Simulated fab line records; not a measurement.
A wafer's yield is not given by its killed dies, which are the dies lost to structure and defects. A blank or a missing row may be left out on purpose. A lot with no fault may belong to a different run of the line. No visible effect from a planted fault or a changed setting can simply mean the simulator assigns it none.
Matching of chambers | flow n5-finfet | N5_BEOL_M4_DEP_57 on pecvd-02: 3 sister chambers
The step deposits SiCN from 3MS/NH3, target thk 8 nm, time 14 s. 20 wafers are shown with their chamber, then 10 later ones without.

== EACH WAFER AND ITS CHAMBER ==
wafer  | chamber | throttle-valve-pct (%) | showerhead-plenum-p-Torr (Torr)
L078.4 | 2       | 8.8                    | 3.671
L078.5 | 1       | 9.0                    | 3.666
L078.6 | 0       | 9.2                    | 3.673
L080.1 | 1       | 9.0                    | 3.667
L080.3 | 0       | 9.1                    | 3.666
L080.4 | 2       | 8.9                    | 3.671
L081.1 | 2       | 9.0                    | 3.675
L081.2 | 1       | 9.3                    | 3.650
L081.6 | 0       | 9.2                    | 3.664
L084.1 | 1       | 9.4                    | 3.664
L084.5 | 0       | 9.3                    | 3.655
L084.6 | 2       | 8.7                    | 3.671
L087.2 | 1       | 9.1                    | 3.666
L087.3 | 2       | 8.8                    | 3.674
L087.5 | 2       | 9.1                    | 3.674
L088.1 | 2       | 8.9                    | 3.663
L088.4 | 1       | 9.3                    | 3.656
L088.5 | 1       | 9.0                    | 3.656
L090.2 | 1       | 9.4                    | 3.660
L090.3 | 2       | 8.8                    | 3.663

SIGNATURES, as means of the wafers listed above
reading                  | chamber 0 | chamber 1 | chamber 2 | scatter within a chamber
throttle-valve-pct       | 9.200     | 9.188     | 8.875     | 0.146
showerhead-plenum-p-Torr | 3.66450   | 3.66063   | 3.67025   | 0.00588
Rule: distance of a wafer from a chamber = root of the sum over the readings of ((wafer's reading minus chamber's mean) / reading's scatter) squared. The wafer belongs to the nearest chamber; if the next one is less than 2 further off, it can't be placed. The scatter: take each reading less its chamber's mean, square it, sum over the shown wafers, divide by the number of wafers less the number of chambers, and take the root.

== WAFERS WITH NO CHAMBER GIVEN ==
wafer  | throttle-valve-pct (%) | showerhead-plenum-p-Torr (Torr)
L090.5 | 9.3                    | 3.663
L093.3 | 9.0                    | 3.665
L093.5 | 9.0                    | 3.671
L093.6 | 9.2                    | 3.652
L094.1 | 9.2                    | 3.665
L094.4 | 9.0                    | 3.670
L094.5 | 9.2                    | 3.664
L096.1 | 9.2                    | 3.661
L096.2 | 9.1                    | 3.664
L096.4 | 9.3                    | 3.673

== EACH ONE'S CHAMBER ==
wafer  | from the rows above          | in truth
L090.5 | can't be placed: 0 or 1      | 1
L093.3 | can't be placed: 2 or 0 or 1 | 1
L093.5 | can't be placed: 2 or 0 or 1 | 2
L093.6 | can't be placed: 1 or 0      | 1
L094.1 | can't be placed: 0 or 1      | 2
L094.4 | can't be placed: 2 or 0 or 1 | 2
L094.5 | can't be placed: 0 or 1      | 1
L096.1 | can't be placed: 1 or 0      | 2
L096.2 | can't be placed: 0 or 1 or 2 | 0
L096.4 | can't be placed: 0 or 1 or 2 | 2
Correct placement for 0 of the 10. From these rows, 10 cannot be placed; in 8 the true chamber is one of the candidates. 0 placed wrongly.
